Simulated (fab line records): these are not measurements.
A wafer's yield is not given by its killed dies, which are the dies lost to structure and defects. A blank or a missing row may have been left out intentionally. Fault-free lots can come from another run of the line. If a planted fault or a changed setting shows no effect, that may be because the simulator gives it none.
Matching of chambers | flow n5_finfet | N5_SDB_CMP_30 on cmp-03 has 4 sister chambers
The step polishes, stops on poly-Si, t overpolish 1.54 s, target thk 30 nm. 18 wafers are shown with their chamber, then 9 later ones without.

== WAFERS PAIRED WITH THEIR CHAMBERS ==
wafer  | chamber | head_pressure_psi (psi) | motor_current_A (A) | overpolish_run_s (s)
L076.2 | 2       | 4.151                   | 11.5                | 1.549
L076.3 | 0       | 4.163                   | 10.6                | 1.541
L076.4 | 1       | 4.143                   | 12.4                | 1.537
L079.1 | 2       | 4.154                   | 11.1                | 1.539
L079.3 | 0       | 4.151                   | 11.0                | 1.531
L079.4 | 1       | 4.137                   | 13.1                | 1.529
L081.2 | 1       | 4.138                   | 12.6                | 1.549
L081.3 | 3       | 4.157                   | 11.8                | 1.530
L081.6 | 0       | 4.144                   | 11.0                | 1.541
L082.1 | 2       | 4.140                   | 11.2                | 1.538
L082.4 | 1       | 4.137                   | 11.7                | 1.531
L082.5 | 2       | 4.150                   | 11.7                | 1.557
L085.1 | 0       | 4.153                   | 11.5                | 1.534
L085.3 | 3       | 4.158                   | 13.2                | 1.534
L085.5 | 2       | 4.155                   | 10.8                | 1.548
L089.3 | 2       | 4.148                   | 11.3                | 1.537
L089.5 | 1       | 4.141                   | 12.8                | 1.539
L089.6 | 2       | 4.156                   | 11.3                | 1.553

SIGNATURES (averages over the wafers above)
reading           | chamber 0 | chamber 1 | chamber 2 | chamber 3 | scatter within a chamber
head_pressure_psi | 4.15275   | 4.13920   | 4.15057   | 4.15750   | 0.0053
motor_current_A   | 11.025    | 12.520    | 11.271    | 12.500    | 0.462
overpolish_run_s  | 1.53675   | 1.53700   | 1.54586   | 1.53200   | 0.00712
Rule: distance of a wafer from a chamber = root of the sum over the readings of ((wafer's reading minus chamber's mean) / reading's scatter) squared. The wafer belongs to the nearest chamber; if the next one is less than 2 further off, it can't be placed. The scatter: take each reading less its chamber's mean, square it, sum over the shown wafers, divide by the number of wafers less the number of chambers, and take the root.

== WAFERS WHOSE CHAMBER IS MISSING ==
wafer  | head_pressure_psi (psi) | motor_current_A (A) | overpolish_run_s (s)
L091.2 | 4.128                   | 12.3                | 1.545
L091.3 | 4.154                   | 10.8                | 1.553
L091.5 | 4.151                   | 12.4                | 1.539
L093.1 | 4.151                   | 12.0                | 1.536
L093.2 | 4.142                   | 12.0                | 1.541
L093.6 | 4.142                   | 10.9                | 1.547
L095.1 | 4.156                   | 12.4                | 1.543
L095.5 | 4.142                   | 11.9                | 1.551
L095.6 | 4.152                   | 12.7                | 1.554

== CHAMBER TAKEN BY EACH ==
wafer  | from the rows above               | in truth
L091.2 | 1                                 | 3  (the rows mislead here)
L091.3 | can't be placed: 2 or 0           | 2
L091.5 | can't be placed: 3 or 1 or 2 or 0 | 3
L093.1 | can't be placed: 3 or 2 or 0 or 1 | 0
L093.2 | can't be placed: 1 or 2 or 0 or 3 | 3
L093.6 | can't be placed: 2 or 0           | 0
L095.1 | can't be placed: 3 or 2 or 0 or 1 | 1
L095.5 | can't be placed: 2 or 1 or 0 or 3 | 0
L095.6 | can't be placed: 3 or 2 or 1 or 0 | 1
0 of 9 placed correctly. Can't be placed from these rows: 8 (the true chamber is among the candidates in 8). Wrongly placed: 1.
